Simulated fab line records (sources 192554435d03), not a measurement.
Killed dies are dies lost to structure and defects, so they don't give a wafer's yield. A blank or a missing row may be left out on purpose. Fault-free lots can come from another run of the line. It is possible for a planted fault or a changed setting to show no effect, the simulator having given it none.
Problem report, 8D (eight disciplines) form, completed by code + flow n5-finfet + the parts of the form that need people (team, actions taken, sign-off) are left out

## 1. PROBLEM STATEMENT
Mean of exposure-dose-mJ-cm2 at N5_BEOL_M2_EXPOSE_08: 42.65 across 12 wafers in 4 lots; on wafers with no fault it is 41.22 (standard deviation 0.057). That is +25 standard deviations from the usual mean.
The step: exposes mask M2.
Earliest sighting: wafer L509.2 on euv-scanner-01 at day 9 12:49. The record holds 36 wafers of 12 lots with a number at this step. The rule behind "out" and "out of limits": a value lying over 4 standard deviations away from the usual mean. All remaining wafers that have a number are taken as sound.

## 2. WHAT IT IS, AND WHAT IT ISN'T
| question                    | is                     | is not                                                                          |
|-----------------------------|------------------------|---------------------------------------------------------------------------------|
| which readings at this step | exposure-dose-mJ-cm2   | -                                                                               |
| which lots                  | L509, L510, L511, L512 | L502, L503, L504, L506, L508, L514, L517, L521                                  |
| which wafers of those lots  | all that have a number | -                                                                               |
| read on which tools         | euv-scanner-01         | euv-scanner-02                                                                  |
| when                        | from day 9 12:49       | up to then (15 sound wafers); but 9 sound wafers of L514, L517, L521 came after |

## 3. THE SUSPECTS, EACH WITH WHAT RULES IT OUT
Counting: a tool at a process step up to the reading stays a suspect if it ran every lot that is out and no sound lot after the first of them.
- euv-scanner-01 at N5_BEOL_M2_EXPOSE_08 (exposes mask M2): kept. All lots that are out passed through it, beginning with L509 at day 9 12:49, and no sound lot followed; its final sound lot before that point was L508 at day 9 01:41. Out on those wafers are its own readings of exposure-dose-mJ-cm2.
The count leaves euv-scanner-01 at N5_BEOL_M2_EXPOSE_08.

## 4. THE CAUSE (what the simulator had put in)
Process parameters drifting: euv-scanner-01 at N5_BEOL_M2_EXPOSE_08, beginning at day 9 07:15. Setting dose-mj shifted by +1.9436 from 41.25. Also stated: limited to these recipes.
The count eliminated every tool but this one.

## 5. SEQUENCE OF EFFECTS, ordered by route
Rows list readings where the struck wafers' mean (over those with a number) sits beyond 3 standard deviations from the usual. Scope: only readings with a usual standard deviation given in the record; hours: median across lots of the time from each lot's start at the first step in this table that gives one to its start at this step; sigmas: change in usual standard deviations.
| hours | step                 | reading              | usual | on struck wafers | change | sigmas |
|-------|----------------------|----------------------|-------|------------------|--------|--------|
| 0     | N5_BEOL_M2_EXPOSE_08 | exposure-dose-mJ-cm2 | 41.22 | 42.65            | +1.43  | +25    |
Process steps it contains:
- N5_BEOL_M2_EXPOSE_08: exposes mask M2.
Later steps that measure or inspect, where all struck wafers having a row at the step show a number for every such reading and not one has moved that far: N5_BEOL_M2_OVL_MEAS_12, N5_BEOL_M4_RC_MEAS_101.

## 6. HOW IT WOULD HAVE BEEN CAUGHT EARLIER
6 hours passed between the start of the fault at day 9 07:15 and the first reading out of limits in this record, taken at day 9 12:49.
